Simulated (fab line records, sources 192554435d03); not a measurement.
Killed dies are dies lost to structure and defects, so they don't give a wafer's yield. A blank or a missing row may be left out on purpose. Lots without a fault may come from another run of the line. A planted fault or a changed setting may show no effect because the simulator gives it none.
Which tool did it? | flow n5_finfet | 10 lots, 28 wafers sampled, at 4 steps of a route of 1938

WHAT THE GAUGES READ, wafer by wafer
N5_BEOL_M4_RC_MEAS_101. Usual: DIBL_N 36.2 mV/V, standard deviation 2; DIBL_P 36.1 mV/V, standard deviation 2.4; IOFF_N 0.16 nA/um, standard deviation 0.035; IOFF_P 0.22 nA/um, standard deviation 0.041; ION_N 675 uA/um, standard deviation 14; ION_P 465 uA/um, standard deviation 8.6; SS_N 71.5 mV/dec, standard deviation 0.64; SS_P 73.2 mV/dec, standard deviation 0.76; VT_N 250 mV, standard deviation 3.9; VT_P -249 mV, standard deviation 3.4.
lot  | measured     | on        | DIBL_N (mV/V)  | DIBL_P (mV/V)  | IOFF_N (nA/um) | IOFF_P (nA/um) | ION_N (uA/um) | ION_P (uA/um) | SS_N (mV/dec)  | SS_P (mV/dec)  | VT_N (mV)   | VT_P (mV)      | flag
L760 | day 8 09:48  | prober-01 | 36.6 35.3 35.0 | 36.9 34.8 34.3 | 0.16 0.14 0.13 | 0.21 0.18 0.19 | 677 687 670   | 460 471 463   | 71.8 70.9 71.4 | 72.8 72.4 72.1 | 248 249 249 | -249 -251 -249 |
L761 | day 9 04:04  | prober-02 | 36.6 35.0 37.3 | 35.9 33.7 37.3 | 0.18 0.14 0.20 | 0.23 0.18 0.25 | 688 659 688   | 476 447 469   | 71.7 71.1 71.7 | 73.7 72.8 74.3 | 245 251 241 | -248 -252 -246 |
L762 | day 9 07:08  | prober-02 | 32.9 34.0 33.6 | 33.1 35.1 35.0 | 0.10 0.12 0.10 | 0.15 0.18 0.17 | 650 658 643   | 449 463 454   | 71.1 71.1 70.4 | 71.9 72.5 73.3 | 256 254 257 | -252 -250 -252 |
L764 | day 9 14:08  | prober-01 | 34.8 35.7 35.7 | 34.5 36.2 36.0 | 0.13 0.16 0.16 | 0.20 0.22 0.23 | 665 680 675   | 456 470 476   | 71.7 71.5 71.6 | 72.6 73.6 72.8 | 248 248 249 | -251 -246 -249 |
L769 | day 11 05:33 | prober-01 | 38.2 35.1 32.3 | 39.7 34.7 31.9 | 0.21 0.14 0.10 | 0.33 0.23 0.18 | 696 664 664   | 486 467 468   | 71.9 71.1 70.6 | 73.6 73.7 70.9 | 245 249 255 | -240 -247 -249 |
L770 | day 11 16:47 | prober-02 | 34.5 37.8 36.8 | 37.1 40.2 39.5 | 0.17 0.21 0.19 | 0.26 0.30 0.29 | 700 692 701   | 483 479 482   | 71.5 72.4 71.1 | 73.2 73.9 73.4 | 245 248 248 | -246 -243 -244 |
L772 | day 11 22:15 | prober-01 | 38.9 39.1      | 38.2 38.8      | 0.21 0.21      | 0.26 0.28      | 693 697       | 479 473       | 72.0 71.6      | 73.1 74.4      | 242 247     | -246 -244      |
L779 | day 13 08:14 | prober-02 | 39.0 39.5      | 38.9 40.1      | 0.17 0.18      | 0.20 0.21      | 664 679       | 453 456       | 72.7 72.6      | 74.4 73.8      | 254 256     | -252 -253      |
L778 | day 13 09:20 | prober-02 | 38.8 36.6 33.3 | 35.0 34.5 30.0 | 0.19 0.15 0.10 | 0.21 0.21 0.16 | 685 670 654   | 461 461 456   | 71.5 71.7 70.7 | 73.3 73.6 71.6 | 249 250 254 | -251 -249 -252 |
L780 | day 13 10:43 | prober-01 | 36.4 37.7 38.0 | 34.9 37.5 37.4 | 0.14 0.19 0.18 | 0.19 0.22 0.24 | 669 682 678   | 456 464 461   | 71.8 71.5 72.2 | 72.9 74.7 74.3 | 253 247 250 | -251 -251 -246 |

N5_MIM_BOT_LITHO_INSPECT_12: inspects for defects (macro). Usual: raw_defect_count 2.1, standard deviation 1.3.
lot  | measured     | on                | raw_defect_count | flag
L760 | day 12 16:01 | defect_inspect-02 | 2 1 5            |
L761 | day 13 00:34 | defect_inspect-02 | 3 3 3            |
L762 | day 13 10:16 | defect_inspect-01 | 0 2 0            |
L764 | day 13 15:19 | defect_inspect-01 | 2 1 0            |
L769 | day 15 05:48 | defect_inspect-02 | 2 0 1            |
L770 | day 15 06:05 | defect_inspect-01 | 3 1 3            |
L772 | day 16 10:28 | defect_inspect-01 | 1 1              |
L779 | day 17 06:47 | defect_inspect-01 | 1 2              |
L778 | day 17 16:04 | defect_inspect-02 | 4 5 1            |
L780 | day 17 09:12 | defect_inspect-01 | 2 2 2            |

N5_PASSIVATION_INSPECT_61: inspects for defects (macro). Usual: raw_defect_count 1.9, standard deviation 1.4.
lot  | measured     | on                | raw_defect_count | flag
L760 | day 12 21:20 | defect_inspect-01 | 1 1 2            |
L761 | day 13 02:24 | defect_inspect-01 | 1 2 5            |
L762 | day 13 11:38 | defect_inspect-01 | 2 0 2            |
L764 | day 13 19:05 | defect_inspect-01 | 1 3 2            |
L769 | day 15 09:28 | defect_inspect-01 | 2 2 0            |
L770 | day 15 10:53 | defect_inspect-02 | 2 0 5            |
L772 | day 16 15:19 | defect_inspect-02 | 2                |
L779 | day 17 08:35 | defect_inspect-02 | 0                |
L778 | day 17 18:37 | defect_inspect-02 | 2 1              |
L780 | day 17 12:04 | defect_inspect-01 | 3 3 2            |

WHICH TOOL RAN EACH LOT (tool, then ch and the chambers of the sampled wafers, then the start)
lot  | N5_PASSIVATION_PECVD_01
L760 | pecvd-01 ch 1,2, day 12 16:58
L761 | pecvd-04 ch 0,1,2, day 13 01:33
L762 | pecvd-04 ch 0,1,2, day 13 11:13
L764 | pecvd-04 ch 1,2, day 13 16:28
L769 | pecvd-04 ch 0,1, day 15 06:47
L770 | pecvd-02 ch 0,1,2, day 15 07:02
L772 | pecvd-04 ch 1, day 16 11:26
L779 | pecvd-04 ch 1,2, day 17 08:10
L778 | pecvd-04 ch 1,2, day 17 18:11
L780 | pecvd-01 ch 1,2, day 17 10:14
- N5_PASSIVATION_PECVD_01: deposits SiNx from SiH4/NH3/N2, target thk 200 nm, time 43.2 s.

WHAT THE TOOLS THEMSELVES READ (means of the sampled wafers that have a number; where no wafer has one, the mark that the record gives instead)
N5_PASSIVATION_PECVD_01. Usual: heater_power_w 374 W, standard deviation 87; showerhead_plenum_p_Torr 8.63 Torr, standard deviation 0.095; susceptor_temp_C 400.02 C, standard deviation 0.2; throttle_valve_pct 29.4 %, standard deviation 1.7.
lot  | tool     | heater_power_w (W) | showerhead_plenum_p_Torr (Torr) | susceptor_temp_C (C) | throttle_valve_pct (%) | flag
L760 | pecvd-01 | 489                | 8.60                            | 400.17               | 28.1                   |
L761 | pecvd-04 | 346                | 8.68                            | 400.22               | 30.3                   |
L762 | pecvd-04 | 299                | 8.67                            | 400.09               | 30.3                   |
L764 | pecvd-04 | 270                | 8.66                            | 400.01               | 28.6                   |
L769 | pecvd-04 | 405                | 8.75                            | 399.88               | 30.2                   |
L770 | pecvd-02 | 327                | 8.62                            | 399.98               | 29.3                   |
L772 | pecvd-04 | 384                | 8.83                            | 400.32               | 28.6                   |
L779 | pecvd-04 | 368                | 8.72                            | 400.19               | 28.9                   |
L778 | pecvd-04 | 354                | 8.68                            | 399.99               | 29.0                   |
L780 | pecvd-01 | 504                | 8.58                            | 400.23               | 28.3                   |

THE ANSWER, worked out from the rows above alone
Rule: a lot is off if the mean of its wafers that have a number lies more than 3 standard deviations from the usual mean. A lot without any number at a reading at which 4 lots or more have one is off too. The other lots that the step has rows for count as sound. The gauges are gone through in route order, then the tools' own readings, and for those a lot's mean is taken as printed above. The first step at which some lot is off is used, and at that step the reading that is off furthest; a lot without a number counts as furthest.
No lot is off at any reading shown: from this, nothing can be told.

WHAT THE SIMULATOR HAD PUT IN
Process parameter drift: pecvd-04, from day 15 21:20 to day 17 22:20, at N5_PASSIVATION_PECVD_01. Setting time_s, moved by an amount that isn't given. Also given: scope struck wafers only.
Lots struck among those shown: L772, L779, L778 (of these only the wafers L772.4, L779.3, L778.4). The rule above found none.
